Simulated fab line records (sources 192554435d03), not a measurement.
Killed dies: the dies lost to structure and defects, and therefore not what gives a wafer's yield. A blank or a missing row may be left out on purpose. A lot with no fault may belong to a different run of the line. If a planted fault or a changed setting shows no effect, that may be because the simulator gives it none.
A struck lot beside a sound one | flow n5_finfet | 45 out of 1938 route steps
Sound: the wafers L229.1, L229.3, L229.4. Struck: wafer L231.6; the same lot's L231.3 was not struck, so it is left out; see the end for the cause.
Per side, at each step with rows, come the tool, then ch with its chambers, and then its first start. Under that, the readings that differ: sound wafers | struck wafers | difference of the means | sigmas: that difference in standard deviations of wafers without a fault.
alike: same words and numbers on both sides, and readings whose means sit less than 2 such deviations apart. not compared: any withheld reading, any reading some wafer has no value for, any bound like >300 that may hide the same value, and any number with overlapping values for which the record gives no deviation.
Wherever a step has rows on one side only, a row that says differs or no value, or a row with sigmas, the two part there. Numbers that don't overlap but have no deviation are shown without sigmas and don't part them. A reading that every wafer of one side lacks parts them only if that side has two wafers or more.

first, 11 steps without rows for these wafers: N5_BEOL_M4_DESCUM_33 (chemistry O2, time 7 s); N5_BEOL_M4_ETCH_77 (etches underlayer in N2/H2, target depth 6.5 nm, time 5.2 s); N5_BEOL_M4_ETCH_69 (etches SiARC in CF4, target depth 15.6 nm, time 26 s); N5_BEOL_M4_ALD_98 (deposits SiO2, target thk 2.5 nm, pulse time 1 s, co reactant pulse time 1 s); N5_BEOL_M4_ETCHBACK_99 (etches SiO2 in CHF3, target depth 5 nm, time 10.4 s); N5_BEOL_M4_ETCH_70 (etches SOC in N2/H2, target depth 80 nm, overetch 24 nm, time 130 s); N5_BEOL_M4_STRIP_71 (strips in N2/H2); N5_BEOL_M4_STRIP_78 (strips in N2/H2); N5_BEOL_M4_VIA_ETCH_34 (etches the open film in C4F6/O2, target depth 69.4 nm, time 65.9 s); N5_BEOL_M4_STRIP_83 (strips in C4F6/O2); N5_BEOL_M4_STRIP_36 (strips in N2/H2).
N5_BEOL_M4_TRENCH_ETCH_37: etches SiOC in C4F6/O2, target depth 55.555 nm, time 29.2 s.
  sound on rie_diel-02 ch 1,2,3, day 9 09:47; struck on rie_diel-02 ch 1, day 10 06:37
  reading                                    | sound             | struck | difference | sigmas
  model.BEOL_M4.feature_depth_nm (nm)        | 55 54.6 54.6      | 44.8   | -9.9       |
  model.etch.depth_nm (nm)                   | 55.06 54.66 54.67 | 44.78  | -10.02     |
  model.TiN_of_BEOL_M4_HM_DEP_02.thk_nm (nm) | 17.8 17.6 17.6    | 18.4   | +0.7       |
  alike: O2_flow_sccm, drypump_motor_current_A, oes_o_777_au, oes_product_au, rf_vpp_V, showerhead_plenum_p_Torr, throttle_valve_pct
  not compared: rf_hours_counter_h
then, 2 steps without rows for these wafers: N5_BEOL_M4_ETCH_41 (etches SiCN in CH3F/O2, target depth 29.9 nm, time 52.5 s); N5_BEOL_M4_STRIP_97 (strips in N2/H2, time 10 s).
N5_BEOL_M4_OCD_MEAS_38:
  sound on ocd-01 at day 9 09:56; struck on ocd-02 at day 10 06:47
  reading              | sound          | struck | difference | sigmas
  trench_depth_nm (nm) | 55.0 54.6 54.7 | 45.0   | -9.8       | -11
then, 25 steps without rows for these wafers: N5_BEOL_M4_HM_STRIP_39 (strips TiN in peroxide tin strip, target depth 25 nm, time 158 s); N5_BEOL_M4_SRD_40 (time 30 s); N5_BEOL_M4_PRECLEAN_42 (cleans in residue remover, time 60 s); N5_BEOL_M4_SRD_43 (time 30 s); N5_BEOL_M4_DEGAS_44 (time 60 s); N5_BEOL_M4_PRE_CLEAN_45 (time 30 s); N5_BEOL_M4_ALD_84 (deposits TaN, pulse time 2 s, purge time 3 s, co reactant purge time 2 s); N5_BEOL_M4_SURFACE_TREAT_85; N5_BEOL_M4_CVD_47 (deposits Co from CCTBA/H2, target thk 3 nm, time 223.8 s); N5_BEOL_M4_SPUTTER_48 (material Cu, target thk 4.5 nm, time 8.29 s); N5_BEOL_M4_ANNEAL_49 (time 240 s); N5_BEOL_M4_SPUTTER_79 (material Cu, target thk 4.5 nm, time 8.29 s); N5_BEOL_M4_ANNEAL_80 (time 240 s); N5_BEOL_M4_SPUTTER_81 (material Cu, target thk 4.5 nm, time 8.29 s); N5_BEOL_M4_ANNEAL_82 (time 240 s); N5_BEOL_M4_SPUTTER_86 (material Cu, target thk 4.5 nm, time 8.29 s); N5_BEOL_M4_ANNEAL_87 (time 240 s); N5_BEOL_M4_SPUTTER_88 (material Cu, target thk 4.5 nm, time 8.29 s); N5_BEOL_M4_ANNEAL_89 (time 240 s); N5_BEOL_M4_SPUTTER_90 (material Cu, target thk 4.5 nm, time 8.29 s); N5_BEOL_M4_ANNEAL_91 (time 240 s); N5_BEOL_M4_SPUTTER_92 (material Cu, target thk 4.5 nm, time 8.29 s); N5_BEOL_M4_ANNEAL_93 (time 240 s); N5_BEOL_M4_SPUTTER_94 (material Cu, target thk 4.5 nm, time 8.29 s); N5_BEOL_M4_ANNEAL_95 (time 240 s).
N5_BEOL_M4_CMP_52: polishes, stops on SiOC, t overpolish 6.8 s, target thk 40 nm.
  sound on cmp-02 ch 1,2,3, day 9 17:34; struck on cmp-01 ch 1, day 10 11:20
  reading                                | sound                | struck | difference | sigmas
  head_pressure_psi (psi)                | 1.0002 0.9969 0.9982 | 1.0030 | +0.0046    | +2
  model.Cu_of_BEOL_M4_ECD_50.thk_nm (nm) | 39.4 37 37.4         | 28.4   | -9.5       |
  alike: barrier_field_endpoint_s, motor_current_A, overpolish_run_s, time_to_endpoint_s
N5_BEOL_M4_THK_MEAS_53: measures by xrf.
  sound on film_metro-01 at day 9 17:52; struck on film_metro-01 at day 10 11:31
  reading     | sound          | struck | difference | sigmas
  M4_THK (nm) | 40.4 37.8 38.3 | 29.5   | -9.3       | -5
N5_BEOL_M4_RS_MEAS_58: uses a four-point probe to measure.
  sound on film_metro-01 at day 9 18:08; struck on film_metro-02 at day 10 11:58
  reading        | sound          | struck | difference | sigmas
  M4_RS (ohm/sq) | 0.68 0.74 0.72 | 1.05   | +0.34      | +9
N5_BEOL_M4_RC_MEAS_101:
  sound on prober-01 ch 0, day 9 18:11; struck on prober-01 ch 0, day 10 12:19
  reading                   | sound          | struck | difference | sigmas
  IOFF_P (nA/um)            | 0.16 0.17 0.16 | 0.24   | +0.08      | +2
  ION_N (uA/um)             | 644 656 660    | 682    | +29        | +2
  ION_P (uA/um)             | 443 450 444    | 472    | +26        | +4
  SERP_M4 (ohm/um)          | 208 257 223    | 272    | +43        | +3
  SERP_M4_max_site (ohm/um) | 215 271 236    | 288    | +47        | +2
  VT_P (mV)                 | -253 -255 -257 | -248   | +7         | +2
  alike: DIBL_N, DIBL_P, IOFF_N, SS_N, SS_P, VT_N
-- here the record skips 4 days between the struck wafers' starts before and after, leaving off in module BEOL_M4 and picking up in module PASSIVATION (first step shown: number 1936 of the route) --
N5_PASSIVATION_PROBE_49:
  sound on prober-01 at day 13 18:43; struck on prober-01 at day 14 23:48
  reading         | sound | struck | difference | sigmas
  killed_at_other | 3 0 1 | 10     | +9         | +3
  alike: defect_limited_yield, killed_at_M0_to_M3, killed_at_M4_up, killed_at_contacts, killed_at_front_end, killed_dies, killed_on_rim, killed_open, killed_short, sort_bin_5_function, sort_bin_6_memory, sort_bin_8_speed, sort_n_pass

== WHERE THEY PART ==
Last at N5_PASSIVATION_PROBE_49 as far as this record goes, first at N5_BEOL_M4_OCD_MEAS_38.

WHY: the cause the simulator had injected
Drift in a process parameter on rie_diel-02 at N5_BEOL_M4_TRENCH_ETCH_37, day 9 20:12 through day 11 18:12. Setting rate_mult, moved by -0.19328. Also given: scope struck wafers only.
